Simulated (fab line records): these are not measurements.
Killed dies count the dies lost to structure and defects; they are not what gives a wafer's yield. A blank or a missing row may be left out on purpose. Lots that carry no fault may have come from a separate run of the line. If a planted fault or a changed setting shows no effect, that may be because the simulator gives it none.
Split-lot study / flow n5_finfet / 21 wafers read from 7 lots, route of 1938 steps

## ABOUT THE SPLIT
At N5_BEOL_M4_TRENCH_ETCH_37 (etches SiOC in C4F6/O2, target depth 55.555 nm, time 29.2 s), the setting source_w was moved away from the recipe's 355 W on 8 of the 21 wafers read, by -6.7% to +17.5%. For the rest of the wafers, this setting stayed at what the recipe calls for.

The reading is taken at the split's own step.

## THE READING
rf_vpp_V, in V, at N5_BEOL_M4_TRENCH_ETCH_37 (etches SiOC in C4F6/O2, target depth 55.555 nm, time 29.2 s). Typical for fault-free wafers on this fab line: 666 V, with standard deviation 15 V.

wafer=L076.1; tool, chamber at the split=rie_diel-02, 1; source_w as run, W=355; against the recipe=recipe; rf_vpp_V, V=679; against lot-mates on the recipe=-
wafer=L076.2; tool, chamber at the split=rie_diel-02, 2; source_w as run, W=355; against the recipe=recipe; rf_vpp_V, V=695; against lot-mates on the recipe=-
wafer=L076.6; tool, chamber at the split=rie_diel-02, 3; source_w as run, W=355; against the recipe=recipe; rf_vpp_V, V=656; against lot-mates on the recipe=-
wafer=L081.2; tool, chamber at the split=rie_diel-03, 3; source_w as run, W=355; against the recipe=recipe; rf_vpp_V, V=647; against lot-mates on the recipe=-
wafer=L081.5; tool, chamber at the split=rie_diel-03, 1; source_w as run, W=393; against the recipe=+10.7%; rf_vpp_V, V=614; against lot-mates on the recipe=-33
wafer=L081.6; tool, chamber at the split=rie_diel-03, 0; source_w as run, W=393; against the recipe=+10.7%; rf_vpp_V, V=625; against lot-mates on the recipe=-22
wafer=L086.3; tool, chamber at the split=rie_diel-05, 3; source_w as run, W=355; against the recipe=recipe; rf_vpp_V, V=672; against lot-mates on the recipe=-
wafer=L086.4; tool, chamber at the split=rie_diel-05, 1; source_w as run, W=406.7; against the recipe=+14.6%; rf_vpp_V, V=623; against lot-mates on the recipe=-55
wafer=L086.5; tool, chamber at the split=rie_diel-05, 2; source_w as run, W=355; against the recipe=recipe; rf_vpp_V, V=684; against lot-mates on the recipe=-
wafer=L089.2; tool, chamber at the split=rie_diel-03, 2; source_w as run, W=355; against the recipe=recipe; rf_vpp_V, V=649; against lot-mates on the recipe=-
wafer=L089.3; tool, chamber at the split=rie_diel-03, 3; source_w as run, W=355; against the recipe=recipe; rf_vpp_V, V=647; against lot-mates on the recipe=-
wafer=L089.4; tool, chamber at the split=rie_diel-03, 1; source_w as run, W=355; against the recipe=recipe; rf_vpp_V, V=647; against lot-mates on the recipe=-
wafer=L091.3; tool, chamber at the split=rie_diel-02, 2; source_w as run, W=355; against the recipe=recipe; rf_vpp_V, V=695; against lot-mates on the recipe=-
wafer=L091.4; tool, chamber at the split=rie_diel-02, 3; source_w as run, W=417; against the recipe=+17.5%; rf_vpp_V, V=605; against lot-mates on the recipe=-90
wafer=L091.5; tool, chamber at the split=rie_diel-02, 3; source_w as run, W=417; against the recipe=+17.5%; rf_vpp_V, V=606; against lot-mates on the recipe=-89
wafer=L095.2; tool, chamber at the split=rie_diel-02, 0; source_w as run, W=355; against the recipe=recipe; rf_vpp_V, V=670; against lot-mates on the recipe=-
wafer=L095.4; tool, chamber at the split=rie_diel-02, 2; source_w as run, W=331.3; against the recipe=-6.7%; rf_vpp_V, V=721; against lot-mates on the recipe=+38
wafer=L095.6; tool, chamber at the split=rie_diel-02, 2; source_w as run, W=355; against the recipe=recipe; rf_vpp_V, V=696; against lot-mates on the recipe=-
wafer=L097.1; tool, chamber at the split=rie_diel-05, 1; source_w as run, W=390.7; against the recipe=+10.1%; rf_vpp_V, V=635; against lot-mates on the recipe=-49
wafer=L097.3; tool, chamber at the split=rie_diel-05, 2; source_w as run, W=355; against the recipe=recipe; rf_vpp_V, V=684; against lot-mates on the recipe=-
wafer=L097.6; tool, chamber at the split=rie_diel-05, 1; source_w as run, W=390.7; against the recipe=+10.1%; rf_vpp_V, V=636; against lot-mates on the recipe=-48

FIT RESULTS
A straight line over all 21 wafers: rf_vpp_V changes by -4.08 V for each +1% of source_w; r = -0.86; the points scatter about the line by 17 V.
The same after taking each lot's own level away (the mean of its wafers on the recipe; 21 wafers): -4.53 V for each +1%; r = -0.94; scatter 11 V.
According to that fit, moving source_w by its largest amount changes the reading by 79 V.
From 647.0 to 695.0 V: that is the span of the lots' own levels, equal to 3.2 times the standard deviation above.
So the slope is not independent of the lot-to-lot level: the two fits are not the same.
Check: -73.7 V against its lot-mates is what the line predicts for one of the wafers moved furthest among these (+17.5%) when that wafer is left out of the fit. It came out at -90 V against them.
Tool readings at the split's step, against how far the setting was moved: rf_vpp_V r = -0.86.

## FILE'S OWN FIT
rf_vpp_V changes by -4.37 V for each +1% of source_w, r = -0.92.
